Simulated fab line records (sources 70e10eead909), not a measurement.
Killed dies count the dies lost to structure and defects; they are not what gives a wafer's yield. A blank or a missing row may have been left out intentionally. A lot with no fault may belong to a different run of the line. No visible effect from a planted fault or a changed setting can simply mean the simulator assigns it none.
Struck lot and sound lot, side by side	flow nand-harc	14 steps out of a route of 1159
Sound: wafers L676.2, L676.4, L676.5. Struck: wafer L694.3. (L694.2, L694.4 of the same lot were not struck and are left out.) The cause comes at the end.
At each step with rows: each side's tool, then ch and its chambers, then its first start. Under that, the readings that differ: sound wafers	struck wafers	difference of the means	sigmas: that difference in standard deviations of wafers without a fault.
alike: readings whose means differ by less than 2 such deviations, and words and numbers that are the same on both sides. not compared: withheld readings, readings that some wafer has no value for, bounds like >300 that may hide the same value, and numbers for which the record gives no deviation and whose values overlap.
A row with sigmas, a row that says differs or no value, or rows on one side alone: a step with any of these is where the two part. Non-overlapping numbers with no deviation appear without sigmas and do not part them. A reading that every wafer of one side lacks parts them only if that side has two wafers or more.

NHARC_A_ZERO_WELL_INSPECT_17:
  sound: defect-inspect-02 at day 6 18:15; struck: defect-inspect-01 at day 11 02:28
  alike: raw-defect-count
then, 3 steps without rows for these wafers: NHARC_A_SOURCE_PLATE_PRECLEAN_00 (cleans in HF-LAST, time 60 s); NHARC_A_SOURCE_PLATE_SRD_01; NHARC_A_SOURCE_PLATE_OXIDE_02 (material SiO2, target thk 10 nm, ox time 1362 s).
NHARC_A_SOURCE_PLATE_THK_MEAS_09: measures by ellipsometry.
  sound: film-metro-02 at day 7 01:22; struck: film-metro-02 at day 11 07:29
  alike: thk-nm
then, 3 steps without rows for these wafers: NHARC_A_SOURCE_PLATE_PVD_04 (deposits WSi2, target thk 50 nm); NHARC_A_SOURCE_PLATE_CVD_03 (deposits poly-Si, target thk 200 nm, time 4000 s); NHARC_A_SOURCE_PLATE_ANNEAL_05 (time 1800 s).
NHARC_A_SOURCE_PLATE_THK_MEAS_06: measures by ellipsometry.
  sound: film-metro-01 at day 7 15:19; struck: film-metro-01 at day 11 22:13
  alike: thk-nm
NHARC_A_SOURCE_PLATE_INSPECT_08:
  sound: defect-inspect-01 at day 7 15:23; struck: defect-inspect-01 at day 11 22:16
  alike: raw-defect-count
NHARC_A_ONON_D1_DEP_00: target thk 1000 nm.
  sound on pecvd-onon-02 ch 0, day 7 15:31; struck on pecvd-onon-03 ch 0, day 11 22:23
  alike: nh3-flow-sccm
NHARC_A_ONON_D1_THK_MEAS_02: measures by ellipsometry.
  sound: film-metro-02 at day 7 15:58; struck: film-metro-01 at day 11 22:52
reading	sound	struck	difference	sigmas
thk-nm (nm)	996 997 996	707	-289	-39
after that, 1 step with no rows for these wafers: NHARC_A_ONON_D1_DEP_03 (target thk 1000 nm).
-- the record jumps here: 14 days lie between the struck wafers' starts before and after (it left off in module A_ONON_D1 and takes up again in module END, whose first step shown is number 1159 of the route) --
NHARC_END_SORT_01:
  sound on prober-02 ch 0, day 22 17:49; struck on prober-01 ch 0, day 25 16:53
reading	sound	struck	difference	sigmas
killed-at-array	12 18 29	673	+653	+59
killed-dies	14 20 32	677	+655	+60
  alike: killed-at-other, killed-at-periphery, killed-open, killed-short

WHERE THEY PART
Last at NHARC_END_SORT_01 as far as this record goes, first at NHARC_A_ONON_D1_THK_MEAS_02.

WHY: what the simulator had put in
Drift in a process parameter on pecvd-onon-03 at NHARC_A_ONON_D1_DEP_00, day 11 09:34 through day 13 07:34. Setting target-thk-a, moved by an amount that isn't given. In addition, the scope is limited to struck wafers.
